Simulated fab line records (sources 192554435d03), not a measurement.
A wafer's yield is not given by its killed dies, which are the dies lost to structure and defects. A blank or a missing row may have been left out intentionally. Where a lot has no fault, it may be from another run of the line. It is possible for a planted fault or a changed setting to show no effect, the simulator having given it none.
Problem report, 8D (eight disciplines) form, completed by code :: flow n5 finfet :: the parts of the form that need people (team, actions taken, sign-off) are left out

## 1. WHAT WENT WRONG
Mean of exposure dose mJ cm2 at N5_WELL_APT_EXPOSE_05: 20.588 across 6 wafers in 2 lots; on wafers with no fault it is 20.279 (standard deviation 0.02). Measured from the usual mean, that is +15 standard deviations.
The step: exposes mask NWELL, defocus 0 nm, target cd 200 nm.
The first sign was on wafer L246.4 at day 3 19:43, on krf scanner-02. The record holds 26 wafers of 10 lots with a number at this step. Rule for "out" (also "out of limits"): further than 4 standard deviations from the usual mean. The other wafers with a number count as sound.

## 2. WHAT IT IS, WHAT IT ISN'T
question: which readings at this step
is: exposure dose mJ cm2
is not: -

question: which lots
is: L246, L248
is not: L237, L238, L239, L251, L254, L257, L258, L260

question: which wafers of those lots
is: all that have a number
is not: -

question: read on which tools
is: krf scanner-02
is not: krf scanner-01

question: when
is: from day 3 19:43
is not: up to then (7 sound wafers); but 13 sound wafers of L251, L254, L257, L258, L260 came after

## 3. THE SUSPECTS, EACH WITH WHAT RULES IT OUT
Counting: a tool at a process step up to the reading stays a suspect if it ran every lot that is out and no sound lot after the first of them.
- krf scanner-02 at N5_WELL_APT_EXPOSE_05 (exposes mask NWELL, defocus 0 nm, target cd 200 nm): kept. Every lot that is out went through it, starting with L246 (day 3 19:43), and after that it ran no sound lot; the last sound lot it ran before then is L239 (day 2 01:35). Its own exposure dose mJ cm2 readings are out on those wafers.
After counting, what remains is krf scanner-02 at N5_WELL_APT_EXPOSE_05.

## 4. THE CAUSE (what the simulator had put in)
Process parameters drifting: krf scanner-02 at N5_WELL_APT_EXPOSE_05, beginning at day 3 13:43. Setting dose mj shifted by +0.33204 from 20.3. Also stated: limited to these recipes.
After counting, this tool was the only one left.

## 5. THE EFFECT CHAIN, in route order
Each row: a reading where the mean over the struck wafers with a number is more than 3 standard deviations away from the usual. Only readings for which the record gives a usual standard deviation are gone through. hours: the time from each lot's start at the first step in this table that gives one to its start at this step, as a median over the lots. sigmas: the change in usual standard deviations.
hours: 0
step: N5_WELL_APT_EXPOSE_05
reading: exposure dose mJ cm2
usual: 20.279
on struck wafers: 20.588
change: +0.309
sigmas: +15
It contains these process steps:
- N5_WELL_APT_EXPOSE_05: exposes mask NWELL, defocus 0 nm, target cd 200 nm.
At these later measuring or inspecting steps, every struck wafer for which the step has a row has a number for every such reading, and none has moved that far: N5_BEOL_M4_RC_MEAS_101.

## 6. WHAT WOULD HAVE CAUGHT IT SOONER
In this record no reading fell out of limits until day 3 19:43, 6 hours after the fault had begun at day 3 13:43.
